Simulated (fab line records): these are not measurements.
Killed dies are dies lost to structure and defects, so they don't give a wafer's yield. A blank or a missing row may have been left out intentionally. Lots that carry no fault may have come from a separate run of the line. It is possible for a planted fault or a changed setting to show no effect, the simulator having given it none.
Struck lot and sound lot, side by side    flow nand_harc    40 out of 1159 route steps
Sound: these wafers, L996.1, L996.2, L996.5. Struck: wafer L105.4. (L105.1, L105.6 of the same lot were not struck and are left out.) The cause comes at the end.
For every step that has rows: the tool of each side, followed by ch and its chambers, followed by its first start. Under that, the readings that differ: sound wafers    struck wafers    difference of the means    sigmas: that difference in standard deviations of wafers without a fault.
alike: readings whose means differ by less than 2 such deviations, and words and numbers that are the same on both sides. not compared: withheld readings, readings that some wafer has no value for, bounds like >300 that may hide the same value, and numbers for which the record gives no deviation and whose values overlap.
Wherever a step has rows on one side only, a row that says differs or no value, or a row with sigmas, the two part there. Non-overlapping numbers with no deviation appear without sigmas and do not part them. A reading missing from all wafers of one side parts the sides only when that side holds two or more wafers.

first, 3 steps without rows for these wafers: NHARC_A_BLC_STRIP_29 (strips in CF4); NHARC_A_BLC_STRIP_21 (strips in O2); NHARC_A_BLC_STRIP_22 (strips in post etch residue remover, time 600 s).
NHARC_A_BLC_DEGAS_30: time 60 s.
  sound on pvd_sputter-03, day 17 13:46; struck on pvd_sputter-02, day 20 05:30
  alike: heater_power_w
then, 1 step without rows for these wafers: NHARC_A_BLC_PRE_CLEAN_31 (time 15 s).
NHARC_A_BLC_PVD_32: deposits Ti, target thk 5 nm, time 17.7 s.
  sound on pvd_sputter-03; struck on pvd_sputter-02
  alike: substrate_temp_c, throttle_valve_pct
NHARC_A_BLC_ALD_23: deposits TiN, target thk 3 nm, pulse time 1 s, ald cycles 150.
  sound on ald_metal-01 ch 1,2,3, day 17 14:07; struck on ald_metal-02 ch 1, day 20 05:46
  alike: heater_power_w, precursor_pulse_height_rel
then, 3 steps without rows for these wafers: NHARC_A_BLC_CVD_24 (deposits W, target thk 150 nm, time 434 s); NHARC_A_BLC_CMP_25 (polishes, t overpolish 30 s, target thk 150 nm); NHARC_A_BLC_SRD_27.
NHARC_A_BLC_INSPECT_28:
  sound on defect_inspect-01, day 17 17:18; struck on defect_inspect-02, day 20 10:29
  alike: raw_defect_count
NHARC_A_M0_DEP_00: deposits SiOC, target thk 150 nm.
  sound on pecvd-01 ch 0,1, day 17 17:22; struck on pecvd-01 ch 0, day 20 10:39
  alike: showerhead_vpp_V
then, 9 steps without rows for these wafers: NHARC_A_M0_DEHYDRATE_01 (time 120 s); NHARC_A_M0_HMDS_02 (time 30 s); NHARC_A_M0_COAT_33 (time 65 s); NHARC_A_M0_COAT_03 (resist thk 90 nm); NHARC_A_M0_SOFTBAKE_04 (time 55 s); NHARC_A_M0_EBR_05; NHARC_A_M0_EXPOSE_06 (exposes mask A M0, target cd 80 nm); NHARC_A_M0_PEB_07 (peb time 65 s); NHARC_A_M0_DEVELOP_08 (develop time 35 s).
NHARC_A_M0_CD_MEAS_09: target cd 80 nm.
  sound on cd_sem-01 ch 0, day 17 18:05; struck on cd_sem-02 ch 0, day 20 11:16
  alike: cd_nm
NHARC_A_M0_OVL_MEAS_10: pitch 160 nm.
  sound on overlay-01, day 17 18:11; struck on overlay-02, day 20 11:22
  alike: overlay_x_nm, overlay_y_nm
NHARC_A_M0_INSPECT_11:
  sound on defect_inspect-02, day 17 18:14; struck on defect_inspect-01, day 20 11:24
  alike: raw_defect_count
then, 2 steps without rows for these wafers: NHARC_A_M0_DESCUM_14 (chemistry O2, time 3 s); NHARC_A_M0_ETCH_34 (etches the open film in N2/H2, target depth 40 nm, overetch 12 nm, time 43.94 s).
NHARC_A_M0_ETCH_15: etches the open film in C4F8/Ar, target depth 150 nm, overetch 15 nm, time 82.5 s.
  sound on rie_diel-11 ch 1,2,3; struck on rie_diel-02 ch 1
  alike: oes_product_au, rf_vpp_V
  not compared: rf_hours_counter_h
NHARC_A_M0_CD_MEAS_16:
  sound on cd_sem-01, day 17 18:35; struck on cd_sem-03, day 20 11:49
  alike: cd_nm
then, 5 steps without rows for these wafers: NHARC_A_M0_STRIP_18 (strips in N2/H2); NHARC_A_M0_STRIP_19 (strips in post etch residue remover, time 600 s); NHARC_A_M0_DEGAS_28 (time 60 s); NHARC_A_M0_PRE_CLEAN_29 (time 30 s); NHARC_A_M0_PVD_20 (deposits TaN, target thk 5 nm, time 8.06 s).
NHARC_A_M0_PVD_21: deposits Cu, target thk 30 nm, time 20.49 s.
  sound on pvd_sputter-03; struck on pvd_sputter-01
  alike: substrate_temp_c, throttle_valve_pct
then, 4 steps without rows for these wafers: NHARC_A_M0_ECD_22 (material Cu, target thk 400 nm); NHARC_A_M0_ANNEAL_30 (time 90 s); NHARC_A_M0_CMP_23 (polishes, t overpolish 20 s, target thk 113.75 nm); NHARC_A_M0_SRD_25.
NHARC_A_M0_INSPECT_27:
  sound on defect_inspect-01, day 17 20:52; struck on defect_inspect-01, day 20 13:59
  alike: raw_defect_count
-- break in the record here, with 3 days between the starts of the struck wafers on either side (left off in module A_M0, picked up again in module END, where the first step shown is number 1159 on the route) --
NHARC_END_SORT_01:
  sound on prober-01 ch 0, day 19 07:43; struck on prober-02 ch 0, day 23 07:41
reading                   sound           struck  difference  sigmas
defect_limited_yield (%)  97.5 96.6 97.5  0.4     -96.8       -74
killed_at_array           9 18 12         667     +654        +72
killed_dies               17 23 17        674     +655        +73
sort_bin_2_pct (%)        1.0 1.0 1.2     96.0    +94.9       +99 or more
sort_n_pass               660 654 660     3       -655        -73
sort_rim_yield_pct (%)    95 92 95        1       -93         -28
sort_yield_pct (%)        97.5 96.6 97.5  0.4     -96.8       -74
  alike: killed_at_other, killed_at_periphery, killed_open, killed_short, sort_bin_3_pct, sort_bin_4_pct

WHERE THEY PART
Only at NHARC_END_SORT_01, as far as this record shows.

WHY: the cause the simulator had injected
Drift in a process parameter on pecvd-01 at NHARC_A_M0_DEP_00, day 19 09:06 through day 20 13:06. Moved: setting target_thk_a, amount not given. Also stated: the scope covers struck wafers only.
